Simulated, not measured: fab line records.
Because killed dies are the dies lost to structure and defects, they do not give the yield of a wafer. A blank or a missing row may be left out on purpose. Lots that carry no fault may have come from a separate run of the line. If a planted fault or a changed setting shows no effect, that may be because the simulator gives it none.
Chamber matching -- flow n5-finfet -- cvd-co-02 running N5_BEOL_M0_CO_CAP_123: 3 sister chambers
The step material Co, precursor CCTBA/H2, target thk 2 nm, time 102.1 s. 3 wafers are shown with their chamber, then 12 later ones without.

## WAFERS, EACH WITH ITS CHAMBER
wafer,chamber,heater-power-w (W)
L084.6,0,211
L087.2,1,242
L087.5,2,241

## WAFERS WITHOUT THEIR CHAMBER
wafer,heater-power-w (W)
L088.1,249
L088.3,213
L088.6,233
L091.1,237
L091.2,242
L091.6,243
L093.1,236
L093.4,221
L093.6,247
L097.2,213
L097.3,241
L097.6,218

## WHICH CHAMBER EACH WENT THROUGH
wafer,from the rows above,in truth
L088.1,can't be placed: 1 or 2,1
L088.3,0,0
L088.6,can't be placed: 2 or 1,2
L091.1,can't be placed: 2 or 1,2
L091.2,can't be placed: 1 or 2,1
L091.6,can't be placed: 1 or 2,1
L093.1,can't be placed: 2 or 1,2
L093.4,can't be placed: 0 or 2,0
L093.6,can't be placed: 1 or 2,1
L097.2,0,0
L097.3,can't be placed: 2 or 1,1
L097.6,0,0
3 of 12 placed correctly. These rows do not allow placing 9 (true chamber among the candidates in 9). Placed wrongly: 0.
How it was worked out, from the rows above alone: a wafer's distance from a chamber is the root of the sum, over the readings, of the square of ((its reading less the chamber's mean) divided by the reading's scatter). If the next closest chamber is less than 2 further off than the closest, the wafer can't be placed; otherwise it belongs to the closest. A chamber's mean is the mean of its shown wafers. The scatter (one wafer shown for each chamber): square how far every hidden wafer sits from the nearest shown wafer, average those squares and take the square root.
